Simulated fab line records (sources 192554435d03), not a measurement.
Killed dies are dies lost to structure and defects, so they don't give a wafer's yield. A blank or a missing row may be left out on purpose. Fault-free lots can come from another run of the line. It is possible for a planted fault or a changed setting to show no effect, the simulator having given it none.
Which of the tools did it? / flow n5 finfet / 30 wafers from 12 lots sampled at 5 of the route's 1938 steps

== WHAT THE GAUGES SHOWED, per wafer ==
N5_ILD0_THK_MEAS_08. Usual: thk nm reads 139.3 nm (standard deviation 1.4).
lot=L188; measured=day 3 21:37; on=film metro-02; thk nm (nm)=138.9 140.0; flag=
lot=L190; measured=day 4 14:14; on=film metro-02; thk nm (nm)=138.7 138.4 141.8; flag=
lot=L192; measured=day 4 22:28; on=film metro-02; thk nm (nm)=141.3 136.6 137.3; flag=
lot=L200; measured=day 7 01:20; on=film metro-02; thk nm (nm)=140.6 140.3; flag=
lot=L201; measured=day 7 14:08; on=film metro-02; thk nm (nm)=139.1 139.9; flag=
lot=L202; measured=day 7 18:47; on=film metro-02; thk nm (nm)=140.5 140.3 139.9; flag=
lot=L204; measured=day 8 00:38; on=film metro-02; thk nm (nm)=140.5 141.1 141.0; flag=
lot=L205; measured=day 8 06:38; on=film metro-01; thk nm (nm)=137.7 139.9 140.3; flag=
lot=L207; measured=day 8 16:25; on=film metro-01; thk nm (nm)=140.4 141.7 140.7; flag=
lot=L208; measured=day 8 19:29; on=film metro-02; thk nm (nm)=139.9 137.2; flag=
lot=L209; measured=day 9 00:50; on=film metro-01; thk nm (nm)=137.1 139.8; flag=
lot=L210; measured=day 9 12:06; on=film metro-01; thk nm (nm)=138.4 138.6; flag=

N5_BEOL_M4_RC_MEAS_101. Usual: DIBL_N 36.0 mV/V, standard deviation 2; DIBL_P 35.9 mV/V, standard deviation 2.5; IOFF_N 0.16 nA/um, standard deviation 0.038; IOFF_P 0.21 nA/um, standard deviation 0.04; ION_N 675 uA/um, standard deviation 14; ION_P 462 uA/um, standard deviation 9.4; SS_N 71.5 mV/dec, standard deviation 0.75; SS_P 73.2 mV/dec, standard deviation 0.74; VT_N 250 mV, standard deviation 3.9; VT_P -251 mV, standard deviation 3.2.
lot=L188; measured=day 7 20:10; on=prober-01; DIBL_N (mV/V)=35.2 36.8; DIBL_P (mV/V)=35.1 35.2; IOFF_N (nA/um)=0.17 0.21; IOFF_P (nA/um)=0.22 0.22; ION_N (uA/um)=691 694; ION_P (uA/um)=472 466; SS_N (mV/dec)=70.9 71.7; SS_P (mV/dec)=73.1 73.5; VT_N (mV)=244 242; VT_P (mV)=-245 -246; flag=
lot=L190; measured=day 8 14:39; on=prober-01; DIBL_N (mV/V)=36.7 37.8 34.0; DIBL_P (mV/V)=37.6 38.4 33.3; IOFF_N (nA/um)=0.18 0.21 0.13; IOFF_P (nA/um)=0.24 0.24 0.16; ION_N (uA/um)=670 678 667; ION_P (uA/um)=463 455 459; SS_N (mV/dec)=72.8 73.3 72.2; SS_P (mV/dec)=73.0 74.1 73.1; VT_N (mV)=249 250 257; VT_P (mV)=-249 -249 -254; flag=
lot=L192; measured=day 9 00:43; on=prober-02; DIBL_N (mV/V)=36.9 37.0 37.0; DIBL_P (mV/V)=37.7 39.5 38.4; IOFF_N (nA/um)=0.20 0.18 0.18; IOFF_P (nA/um)=0.25 0.28 0.26; ION_N (uA/um)=705 681 692; ION_P (uA/um)=478 474 479; SS_N (mV/dec)=71.5 71.4 71.2; SS_P (mV/dec)=73.2 74.4 73.7; VT_N (mV)=244 249 247; VT_P (mV)=-246 -249 -248; flag=
lot=L200; measured=day 11 03:13; on=prober-01; DIBL_N (mV/V)=37.8 35.9; DIBL_P (mV/V)=37.0 37.3; IOFF_N (nA/um)=0.22 0.17; IOFF_P (nA/um)=0.23 0.24; ION_N (uA/um)=678 665; ION_P (uA/um)=454 459; SS_N (mV/dec)=72.3 71.3; SS_P (mV/dec)=73.3 73.5; VT_N (mV)=245 249; VT_P (mV)=-250 -245; flag=
lot=L201; measured=day 12 04:47; on=prober-02; DIBL_N (mV/V)=35.2 32.2; DIBL_P (mV/V)=36.0 30.1; IOFF_N (nA/um)=0.17 0.10; IOFF_P (nA/um)=0.22 0.13; ION_N (uA/um)=695 655; ION_P (uA/um)=472 448; SS_N (mV/dec)=71.0 70.8; SS_P (mV/dec)=73.5 71.6; VT_N (mV)=248 257; VT_P (mV)=-248 -258; flag=
lot=L202; measured=day 12 04:15; on=prober-01; DIBL_N (mV/V)=38.6 38.6 35.6; DIBL_P (mV/V)=39.3 39.2 36.2; IOFF_N (nA/um)=0.22 0.21 0.17; IOFF_P (nA/um)=0.24 0.26 0.20; ION_N (uA/um)=685 683 696; ION_P (uA/um)=466 472 474; SS_N (mV/dec)=72.4 72.2 71.3; SS_P (mV/dec)=73.3 73.0 72.3; VT_N (mV)=248 248 248; VT_P (mV)=-251 -248 -249; flag=
lot=L204; measured=day 12 05:52; on=prober-02; DIBL_N (mV/V)=33.6 35.3 34.5; DIBL_P (mV/V)=34.1 36.7 37.0; IOFF_N (nA/um)=0.12 0.14 0.14; IOFF_P (nA/um)=0.17 0.20 0.21; ION_N (uA/um)=669 647 688; ION_P (uA/um)=457 447 473; SS_N (mV/dec)=71.5 71.2 70.9; SS_P (mV/dec)=72.7 72.7 73.6; VT_N (mV)=255 251 250; VT_P (mV)=-253 -249 -249; flag=
lot=L205; measured=day 12 08:45; on=prober-02; DIBL_N (mV/V)=33.8 41.3 34.4; DIBL_P (mV/V)=34.0 42.8 34.7; IOFF_N (nA/um)=0.11 0.28 0.13; IOFF_P (nA/um)=0.18 0.35 0.19; ION_N (uA/um)=664 705 673; ION_P (uA/um)=460 482 464; SS_N (mV/dec)=70.7 72.3 70.6; SS_P (mV/dec)=72.6 74.6 72.5; VT_N (mV)=254 240 252; VT_P (mV)=-251 -243 -252; flag=
lot=L207; measured=day 12 12:43; on=prober-01; DIBL_N (mV/V)=36.8 31.9 35.9; DIBL_P (mV/V)=37.8 32.6 36.6; IOFF_N (nA/um)=0.16 0.09 0.15; IOFF_P (nA/um)=0.21 0.15 0.20; ION_N (uA/um)=685 660 676; ION_P (uA/um)=465 463 468; SS_N (mV/dec)=71.4 70.5 71.2; SS_P (mV/dec)=73.6 71.4 72.9; VT_N (mV)=250 258 251; VT_P (mV)=-248 -256 -251; flag=
lot=L208; measured=day 13 08:21; on=prober-01; DIBL_N (mV/V)=36.6 37.0; DIBL_P (mV/V)=36.4 37.0; IOFF_N (nA/um)=0.14 0.16; IOFF_P (nA/um)=0.22 0.24; ION_N (uA/um)=661 672; ION_P (uA/um)=458 466; SS_N (mV/dec)=71.7 71.4; SS_P (mV/dec)=73.2 73.7; VT_N (mV)=253 249; VT_P (mV)=-250 -249; flag=
lot=L209; measured=day 13 13:23; on=prober-01; DIBL_N (mV/V)=34.7 33.0; DIBL_P (mV/V)=35.0 31.9; IOFF_N (nA/um)=0.12 0.11; IOFF_P (nA/um)=0.17 0.15; ION_N (uA/um)=664 663; ION_P (uA/um)=460 464; SS_N (mV/dec)=71.2 70.9; SS_P (mV/dec)=72.7 71.9; VT_N (mV)=254 258; VT_P (mV)=-253 -256; flag=
lot=L210; measured=day 13 23:28; on=prober-01; DIBL_N (mV/V)=38.3 39.1; DIBL_P (mV/V)=37.2 37.9; IOFF_N (nA/um)=0.19 0.21; IOFF_P (nA/um)=0.21 0.22; ION_N (uA/um)=689 679; ION_P (uA/um)=465 454; SS_N (mV/dec)=72.3 73.5; SS_P (mV/dec)=74.2 73.3; VT_N (mV)=249 246; VT_P (mV)=-253 -250; flag=

== WHICH TOOL RAN EACH LOT (tool, then ch and the chambers of the sampled wafers, then the start) ==
lot=L188; N5_SD_EPI_P_ETCH_37=rie diel-02 ch 2,3, day 3 13:52; N5_SD_ACTIVATION_LSA_01=laser anneal-01 ch 0, day 3 18:02; N5_ILD0_CMP_03=cmp-04 ch 0, day 3 21:02
lot=L190; N5_SD_EPI_P_ETCH_37=rie diel-01 ch 1,2,3, day 4 03:13; N5_SD_ACTIVATION_LSA_01=laser anneal-02 ch 0, day 4 10:41; N5_ILD0_CMP_03=cmp-04 ch 0,3, day 4 13:35
lot=L192; N5_SD_EPI_P_ETCH_37=rie diel-06 ch 0,2,3, day 4 12:23; N5_SD_ACTIVATION_LSA_01=laser anneal-02 ch 0, day 4 16:16; N5_ILD0_CMP_03=cmp-04 ch 0,2,3, day 4 21:55
lot=L200; N5_SD_EPI_P_ETCH_37=rie diel-01 ch 1,2, day 6 17:55; N5_SD_ACTIVATION_LSA_01=laser anneal-02 ch 0, day 6 21:51; N5_ILD0_CMP_03=cmp-02 ch 0,1, day 7 00:49
lot=L201; N5_SD_EPI_P_ETCH_37=rie diel-06 ch 0,1, day 7 06:03; N5_SD_ACTIVATION_LSA_01=laser anneal-02 ch 0, day 7 10:43; N5_ILD0_CMP_03=cmp-02 ch 1,2, day 7 13:40
lot=L202; N5_SD_EPI_P_ETCH_37=rie diel-06 ch 0,1,2, day 7 10:13; N5_SD_ACTIVATION_LSA_01=laser anneal-02 ch 0, day 7 15:17; N5_ILD0_CMP_03=cmp-01 ch 1,2,3, day 7 18:12
lot=L204; N5_SD_EPI_P_ETCH_37=rie diel-06 ch 1,2,3, day 7 14:23; N5_SD_ACTIVATION_LSA_01=laser anneal-01 ch 0, day 7 19:21; N5_ILD0_CMP_03=cmp-04 ch 0,1, day 8 00:03
lot=L205; N5_SD_EPI_P_ETCH_37=rie diel-06 ch 0,3, day 7 23:00; N5_SD_ACTIVATION_LSA_01=laser anneal-01 ch 0, day 8 02:52; N5_ILD0_CMP_03=cmp-02 ch 0,2, day 8 06:02
lot=L207; N5_SD_EPI_P_ETCH_37=rie diel-01 ch 0,1,3, day 8 06:31; N5_SD_ACTIVATION_LSA_01=laser anneal-02 ch 0, day 8 11:14; N5_ILD0_CMP_03=cmp-04 ch 0,2,3, day 8 15:42
lot=L208; N5_SD_EPI_P_ETCH_37=rie diel-01 ch 1,2, day 8 10:50; N5_SD_ACTIVATION_LSA_01=laser anneal-01 ch 0, day 8 15:40; N5_ILD0_CMP_03=cmp-04 ch 2,3, day 8 19:01
lot=L209; N5_SD_EPI_P_ETCH_37=rie diel-01 ch 0,1, day 8 16:46; N5_SD_ACTIVATION_LSA_01=laser anneal-02 ch 0, day 8 20:46; N5_ILD0_CMP_03=cmp-04 ch 0,3, day 9 00:22
lot=L210; N5_SD_EPI_P_ETCH_37=rie diel-02 ch 1,2, day 9 03:30; N5_SD_ACTIVATION_LSA_01=laser anneal-01 ch 0, day 9 08:26; N5_ILD0_CMP_03=cmp-01 ch 0,1, day 9 11:34
- N5_SD_EPI_P_ETCH_37: etches SOC in N2/H2, overetch 108 nm, time 486 s.
- N5_SD_ACTIVATION_LSA_01: time 0.0008 s.
- N5_ILD0_CMP_03: polishes, stops on SiNx, t overpolish 1.9 s, target thk 197.38 nm.

== AS READ BY THE TOOLS THEMSELVES (means over the sampled wafers that have a number; for cases with no such wafer, the mark the record gives instead) ==
N5_SD_EPI_P_ETCH_37. Usual: drypump motor current A 5.5 A, standard deviation 0.32; oes product au 0.68 a.u., standard deviation 0.064; rf vpp V 241.1 V, standard deviation 1.2; showerhead plenum p Torr 2.56 Torr, standard deviation 0.067; throttle valve pct 23.9 %, standard deviation 0.32.
lot=L188; tool=rie diel-02; drypump motor current A (A)=5.7; oes product au (a.u.)=0.66; rf vpp V (V)=241.1; showerhead plenum p Torr (Torr)=2.55; throttle valve pct (%)=23.8; flag=
lot=L190; tool=rie diel-01; drypump motor current A (A)=5.6; oes product au (a.u.)=0.67; rf vpp V (V)=241.6; showerhead plenum p Torr (Torr)=2.56; throttle valve pct (%)=23.9; flag=
lot=L192; tool=rie diel-06; drypump motor current A (A)=5.1; oes product au (a.u.)=0.71; rf vpp V (V)=240.2; showerhead plenum p Torr (Torr)=2.55; throttle valve pct (%)=23.8; flag=
lot=L200; tool=rie diel-01; drypump motor current A (A)=5.7; oes product au (a.u.)=0.66; rf vpp V (V)=241.3; showerhead plenum p Torr (Torr)=2.58; throttle valve pct (%)=24.1; flag=
lot=L201; tool=rie diel-06; drypump motor current A (A)=5.7; oes product au (a.u.)=0.65; rf vpp V (V)=241.6; showerhead plenum p Torr (Torr)=2.65; throttle valve pct (%)=24.2; flag=
lot=L202; tool=rie diel-06; drypump motor current A (A)=5.5; oes product au (a.u.)=0.69; rf vpp V (V)=241.8; showerhead plenum p Torr (Torr)=2.62; throttle valve pct (%)=24.0; flag=
lot=L204; tool=rie diel-06; drypump motor current A (A)=5.3; oes product au (a.u.)=0.68; rf vpp V (V)=241.0; showerhead plenum p Torr (Torr)=2.53; throttle valve pct (%)=23.9; flag=
lot=L205; tool=rie diel-06; drypump motor current A (A)=5.0; oes product au (a.u.)=0.63; rf vpp V (V)=239.8; showerhead plenum p Torr (Torr)=2.48; throttle valve pct (%)=24.0; flag=
lot=L207; tool=rie diel-01; drypump motor current A (A)=5.3; oes product au (a.u.)=0.69; rf vpp V (V)=241.8; showerhead plenum p Torr (Torr)=2.57; throttle valve pct (%)=23.8; flag=
lot=L208; tool=rie diel-01; drypump motor current A (A)=5.7; oes product au (a.u.)=0.66; rf vpp V (V)=240.9; showerhead plenum p Torr (Torr)=2.57; throttle valve pct (%)=24.1; flag=
lot=L209; tool=rie diel-01; drypump motor current A (A)=5.4; oes product au (a.u.)=0.72; rf vpp V (V)=242.1; showerhead plenum p Torr (Torr)=2.59; throttle valve pct (%)=23.8; flag=
lot=L210; tool=rie diel-02; drypump motor current A (A)=5.8; oes product au (a.u.)=0.64; rf vpp V (V)=241.5; showerhead plenum p Torr (Torr)=2.54; throttle valve pct (%)=23.5; flag=

N5_SD_ACTIVATION_LSA_01. Usual: wafer_temp_C_max reads 1084.7 (standard deviation 1).
lot=L188; tool=laser anneal-01; wafer_temp_C_max=1084.7; flag=
lot=L190; tool=laser anneal-02; wafer_temp_C_max=1086.0; flag=
lot=L192; tool=laser anneal-02; wafer_temp_C_max=1086.0; flag=
lot=L200; tool=laser anneal-02; wafer_temp_C_max=1084.8; flag=
lot=L201; tool=laser anneal-02; wafer_temp_C_max=1084.6; flag=
lot=L202; tool=laser anneal-02; wafer_temp_C_max=1084.0; flag=
lot=L204; tool=laser anneal-01; wafer_temp_C_max=1084.8; flag=
lot=L205; tool=laser anneal-01; wafer_temp_C_max=1084.6; flag=
lot=L207; tool=laser anneal-02; wafer_temp_C_max=1084.0; flag=
lot=L208; tool=laser anneal-01; wafer_temp_C_max=1085.5; flag=
lot=L209; tool=laser anneal-02; wafer_temp_C_max=1084.8; flag=
lot=L210; tool=laser anneal-01; wafer_temp_C_max=1084.3; flag=

N5_ILD0_CMP_03. Usual: motor current A 12.6 A, standard deviation 1.2; overpolish run s 1.901 s, standard deviation 0.0098; platen rpm 51.79 rpm, standard deviation 0.035; time to endpoint s 72 s, standard deviation 4.9.
lot=L188; tool=cmp-04; motor current A (A)=13.1; overpolish run s (s)=1.902; platen rpm (rpm)=51.77; time to endpoint s (s)=69; flag=
lot=L190; tool=cmp-04; motor current A (A)=12.9; overpolish run s (s)=1.897; platen rpm (rpm)=49.76; time to endpoint s (s)=76; flag=OFF
lot=L192; tool=cmp-04; motor current A (A)=12.8; overpolish run s (s)=1.891; platen rpm (rpm)=49.73; time to endpoint s (s)=74; flag=OFF
lot=L200; tool=cmp-02; motor current A (A)=11.4; overpolish run s (s)=1.889; platen rpm (rpm)=51.76; time to endpoint s (s)=73; flag=
lot=L201; tool=cmp-02; motor current A (A)=11.3; overpolish run s (s)=1.906; platen rpm (rpm)=51.77; time to endpoint s (s)=74; flag=
lot=L202; tool=cmp-01; motor current A (A)=13.0; overpolish run s (s)=1.901; platen rpm (rpm)=51.77; time to endpoint s (s)=69; flag=
lot=L204; tool=cmp-04; motor current A (A)=13.2; overpolish run s (s)=1.904; platen rpm (rpm)=51.77; time to endpoint s (s)=80; flag=
lot=L205; tool=cmp-02; motor current A (A)=11.9; overpolish run s (s)=1.902; platen rpm (rpm)=51.85; time to endpoint s (s)=76; flag=
lot=L207; tool=cmp-04; motor current A (A)=12.4; overpolish run s (s)=1.917; platen rpm (rpm)=51.79; time to endpoint s (s)=78; flag=
lot=L208; tool=cmp-04; motor current A (A)=12.8; overpolish run s (s)=1.911; platen rpm (rpm)=51.80; time to endpoint s (s)=76; flag=
lot=L209; tool=cmp-04; motor current A (A)=12.8; overpolish run s (s)=1.899; platen rpm (rpm)=51.81; time to endpoint s (s)=76; flag=
lot=L210; tool=cmp-01; motor current A (A)=14.5; overpolish run s (s)=1.899; platen rpm (rpm)=51.76; time to endpoint s (s)=68; flag=

== THE ANSWER, worked out from the rows above alone ==
Rule: a lot is off if the mean of its wafers that have a number lies more than 3 standard deviations from the usual mean. A lot without any number at a reading at which 4 lots or more have one is off too. Any other lot the step has rows for is counted as sound. Order of review: gauges by route order, followed by the tools' own readings, for which a lot's mean as printed above is used. At the first step where some lot is off, the reading lying furthest off is the one used; lots without a number count as furthest.
Off at N5_ILD0_CMP_03 (platen rpm): L190, L192.
A tool fits if, at that step or a process step before it, it ran every lot that is off, and no sound lot after the first of them. None of those tried fits.

== WHAT HAD BEEN PUT IN BY THE SIMULATOR ==
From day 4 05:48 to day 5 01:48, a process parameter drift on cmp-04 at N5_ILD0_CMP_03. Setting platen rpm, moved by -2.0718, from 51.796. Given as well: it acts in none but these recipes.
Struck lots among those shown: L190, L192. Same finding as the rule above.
